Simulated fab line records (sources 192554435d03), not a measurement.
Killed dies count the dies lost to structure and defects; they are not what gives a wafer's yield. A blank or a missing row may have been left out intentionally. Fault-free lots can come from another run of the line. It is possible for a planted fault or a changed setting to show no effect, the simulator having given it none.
Which tool was responsible? | flow n5-finfet | 28 wafers from 10 lots sampled at 6 of the route's 1938 steps

WHAT THE GAUGES READ, wafer by wafer
N5_BEOL_M2_INSPECT_59: inspects for defects (darkfield). Usual: raw-defect-count reads 75 (standard deviation 26).
lot  | measured     | on                | raw-defect-count | flag
L594 | day 7 02:56  | defect-inspect-02 | 104 73 123       |
L596 | day 7 03:33  | defect-inspect-01 | 48 34 72         |
L598 | day 7 18:26  | defect-inspect-01 | 70 61 55         |
L599 | day 8 12:32  | defect-inspect-01 | 79 84            |
L600 | day 9 00:26  | defect-inspect-01 | 44 43            |
L609 | day 11 06:53 | defect-inspect-01 | 102 90 119       |
L612 | day 11 13:42 | defect-inspect-02 | 74 83 77         |
L615 | day 11 22:03 | defect-inspect-01 | 69 65 47         |
L616 | day 12 15:57 | defect-inspect-02 | 171 127 135      |
L617 | day 12 18:25 | defect-inspect-02 | 58 57 76         |

N5_BEOL_M3_THK_MEAS_01. Usual: for M3_ILD_THK the level is 78.9 nm and the standard deviation is 0.97.
lot  | measured     | on            | M3_ILD_THK (nm) | flag
L594 | day 7 03:02  | film-metro-01 | 77.2 77.9 79.6  |
L596 | day 7 03:39  | film-metro-01 | 78.8 78.7 80.4  |
L598 | day 7 18:33  | film-metro-01 | 77.7 79.6 121.6 | OFF
L599 | day 8 12:38  | film-metro-01 | 77.2 122.4      | OFF
L600 | day 9 00:32  | film-metro-02 | 77.6 121.1      | OFF
L609 | day 11 06:59 | film-metro-01 | 77.8 78.3 78.8  |
L612 | day 11 13:49 | film-metro-01 | 78.9 79.1 80.5  |
L615 | day 11 22:10 | film-metro-01 | 77.8 77.7 78.8  |
L616 | day 12 16:04 | film-metro-01 | 77.7 79.4 79.2  |
L617 | day 12 18:31 | film-metro-02 | 76.6 80.7 79.3  |

N5_BEOL_M4_RC_MEAS_101. Usual: DIBL_N 35.8 mV/V, standard deviation 1.8; DIBL_P 35.9 mV/V, standard deviation 2.2; IOFF_N 0.16 nA/um, standard deviation 0.035; IOFF_P 0.21 nA/um, standard deviation 0.04; ION_N 672 uA/um, standard deviation 11; ION_P 461 uA/um, standard deviation 7.4; SS_N 71.4 mV/dec, standard deviation 0.64; SS_P 73.2 mV/dec, standard deviation 0.67; VT_N 250 mV, standard deviation 3.5; VT_P -251 mV, standard deviation 3.4.
lot  | measured     | on        | DIBL_N (mV/V)  | DIBL_P (mV/V)  | IOFF_N (nA/um) | IOFF_P (nA/um) | ION_N (uA/um) | ION_P (uA/um) | SS_N (mV/dec)  | SS_P (mV/dec)  | VT_N (mV)   | VT_P (mV)      | flag
L594 | day 7 19:40  | prober-02 | 35.0 35.8 35.0 | 34.4 36.3 35.2 | 0.15 0.17 0.15 | 0.16 0.19 0.17 | 664 691 671   | 450 467 459   | 71.5 72.1 72.0 | 73.0 73.8 72.7 | 250 248 248 | -254 -252 -252 |
L596 | day 7 21:46  | prober-02 | 34.2 33.8 34.3 | 32.9 34.0 33.8 | 0.12 0.12 0.13 | 0.17 0.18 0.18 | 664 671 673   | 451 462 452   | 71.0 71.3 70.8 | 72.0 71.9 73.0 | 254 257 253 | -254 -255 -252 |
L598 | day 8 20:38  | prober-02 | 37.6 34.5      | 39.3 35.6      | 0.21 0.15      | 0.27 0.21      | 679 670       | 467 459       | 72.1 71.0      | 73.9 72.9      | 247 250     | -246 -247      |
L599 | day 9 08:40  | prober-01 | 35.0           | 35.8           | 0.14           | 0.20           | 669           | 459           | 71.6           | 72.8           | 252         | -254           |
L600 | day 10 00:59 | prober-01 | 36.7           | 37.9           | 0.17           | 0.19           | 683           | 459           | 72.1           | 72.5           | 249         | -251           |
L609 | day 12 13:22 | prober-02 | 37.4 39.5 34.0 | 36.8 40.4 33.2 | 0.21 0.25 0.13 | 0.27 0.34 0.20 | 697 702 667   | 478 486 462   | 71.8 72.1 70.4 | 73.6 73.8 72.5 | 245 242 252 | -244 -243 -247 |
L612 | day 12 16:39 | prober-01 | 37.3 37.0 32.9 | 36.3 35.8 31.6 | 0.18 0.16 0.11 | 0.21 0.20 0.15 | 672 682 661   | 458 464 456   | 72.0 70.6 70.9 | 73.2 73.4 72.5 | 248 249 252 | -251 -251 -256 |
L615 | day 12 23:56 | prober-01 | 37.1 36.5 33.7 | 37.8 36.8 32.5 | 0.17 0.15 0.11 | 0.21 0.20 0.15 | 679 674 660   | 458 468 454   | 72.1 71.4 70.9 | 74.1 73.9 72.8 | 246 251 255 | -251 -255 -255 |
L616 | day 13 21:09 | prober-02 | 35.9 35.5 35.3 | 34.6 34.3 33.3 | 0.14 0.14 0.12 | 0.20 0.20 0.19 | 676 683 669   | 467 466 464   | 70.8 71.0 70.5 | 73.0 72.3 72.7 | 249 249 254 | -252 -251 -252 |
L617 | day 13 23:44 | prober-02 | 34.4 35.2 32.4 | 33.0 34.1 30.8 | 0.11 0.12 0.09 | 0.17 0.18 0.14 | 659 658 653   | 459 459 453   | 70.6 71.7 70.3 | 72.5 72.9 71.6 | 255 255 257 | -251 -253 -255 |

TOOL THAT RAN EACH LOT (tool first, then ch and the chambers of the sampled wafers, then the start)
lot  | N5_BEOL_M2_SPUTTER_90        | N5_BEOL_M2_ANNEAL_95         | N5_BEOL_M3_ILD_DEP_00
L594 | pvd-sputter-01, day 7 01:07  | pvd-sputter-01, day 7 01:38  | pecvd-02 ch 0,1, day 7 02:58
L596 | pvd-sputter-03, day 7 01:46  | pvd-sputter-03, day 7 02:17  | pecvd-02 ch 0,1,2, day 7 03:35
L598 | pvd-sputter-01, day 7 16:38  | pvd-sputter-01, day 7 17:10  | pecvd-02 ch 1,2, day 7 18:29
L599 | pvd-sputter-03, day 8 10:05  | pvd-sputter-03, day 8 10:36  | pecvd-02 ch 1,2, day 8 12:35
L600 | pvd-sputter-03, day 8 18:53  | pvd-sputter-03, day 8 19:24  | pecvd-02 ch 1, day 9 00:28
L609 | pvd-sputter-02, day 11 05:07 | pvd-sputter-02, day 11 05:38 | pecvd-03 ch 1,2, day 11 06:55
L612 | pvd-sputter-01, day 11 11:55 | pvd-sputter-01, day 11 12:26 | pecvd-02 ch 0,2, day 11 13:44
L615 | pvd-sputter-01, day 11 20:19 | pvd-sputter-01, day 11 20:50 | pecvd-02 ch 0,2, day 11 22:05
L616 | pvd-sputter-02, day 12 13:52 | pvd-sputter-02, day 12 14:23 | pecvd-02 ch 1,2, day 12 15:59
L617 | pvd-sputter-01, day 12 16:41 | pvd-sputter-01, day 12 17:13 | pecvd-01 ch 0,2, day 12 18:28
- N5_BEOL_M2_SPUTTER_90: material Cu, target thk 4.5 nm, time 8.29 s.
- N5_BEOL_M2_ANNEAL_95: time 240 s.
- N5_BEOL_M3_ILD_DEP_00: deposits SiOC from DEMS/O2, target thk 79 nm, time 15.3 s.

WHAT THE TOOLS THEMSELVES READ (means of the sampled wafers that have a number; where no wafer has one, the mark that the record gives instead)
N5_BEOL_M2_SPUTTER_90. Usual: throttle-valve-pct reads 29.4 % (standard deviation 1.1).
lot  | tool           | throttle-valve-pct (%) | flag
L594 | pvd-sputter-01 | 29.1                   |
L596 | pvd-sputter-03 | 29.4                   |
L598 | pvd-sputter-01 | 27.7                   |
L599 | pvd-sputter-03 | 28.8                   |
L600 | pvd-sputter-03 | 29.9                   |
L609 | pvd-sputter-02 | 30.2                   |
L612 | pvd-sputter-01 | 29.2                   |
L615 | pvd-sputter-01 | 28.6                   |
L616 | pvd-sputter-02 | 30.2                   |
L617 | pvd-sputter-01 | 28.1                   |

N5_BEOL_M2_ANNEAL_95. Usual: heater-power-w reads 832 W (standard deviation 65).
lot  | tool           | heater-power-w (W) | flag
L594 | pvd-sputter-01 | 835                |
L596 | pvd-sputter-03 | 888                |
L598 | pvd-sputter-01 | 799                |
L599 | pvd-sputter-03 | 774                |
L600 | pvd-sputter-03 | 888                |
L609 | pvd-sputter-02 | 822                |
L612 | pvd-sputter-01 | 830                |
L615 | pvd-sputter-01 | 836                |
L616 | pvd-sputter-02 | 807                |
L617 | pvd-sputter-01 | 814                |

N5_BEOL_M3_ILD_DEP_00. Usual: heater-power-w 509 W, standard deviation 110; showerhead-plenum-p-Torr 5.698 Torr, standard deviation 0.014; throttle-valve-pct 12.0 %, standard deviation 0.45.
lot  | tool     | heater-power-w (W) | showerhead-plenum-p-Torr (Torr) | throttle-valve-pct (%) | flag
L594 | pecvd-02 | 672                | 5.694                           | 12.0                   |
L596 | pecvd-02 | 569                | 5.693                           | 12.0                   |
L598 | pecvd-02 | 551                | 5.704                           | 11.8                   |
L599 | pecvd-02 | 581                | 5.715                           | 11.8                   |
L600 | pecvd-02 | 672                | 5.695                           | 11.3                   |
L609 | pecvd-03 | 429                | 5.687                           | 12.0                   |
L612 | pecvd-02 | 566                | 5.693                           | 12.2                   |
L615 | pecvd-02 | 592                | 5.704                           | 12.2                   |
L616 | pecvd-02 | 599                | 5.693                           | 11.7                   |
L617 | pecvd-01 | 388                | 5.700                           | 11.7                   |

THE ANSWER, worked out from the rows above alone
Rule: a lot is off if the mean of its wafers that have a number lies more than 3 standard deviations from the usual mean. Also off: a lot with no number at a reading for which 4 or more lots have one. The other lots that the step has rows for count as sound. After the gauges, taken in route order, come the tools' own readings; for these a lot's mean is taken, as printed above. At the first step where some lot is off, the reading lying furthest off is the one used; lots without a number count as furthest.
Off: L598, L599, L600, seen at N5_BEOL_M3_THK_MEAS_01 (M3_ILD_THK).
If a tool, at a process step before that reading, ran all the lots that are off and no sound lot after the first of them, it fits. Gauges at N5_BEOL_M3_THK_MEAS_01: tried the same way as those tools. Of those tried, none fits.

WHAT WAS PUT IN BY THE SIMULATOR
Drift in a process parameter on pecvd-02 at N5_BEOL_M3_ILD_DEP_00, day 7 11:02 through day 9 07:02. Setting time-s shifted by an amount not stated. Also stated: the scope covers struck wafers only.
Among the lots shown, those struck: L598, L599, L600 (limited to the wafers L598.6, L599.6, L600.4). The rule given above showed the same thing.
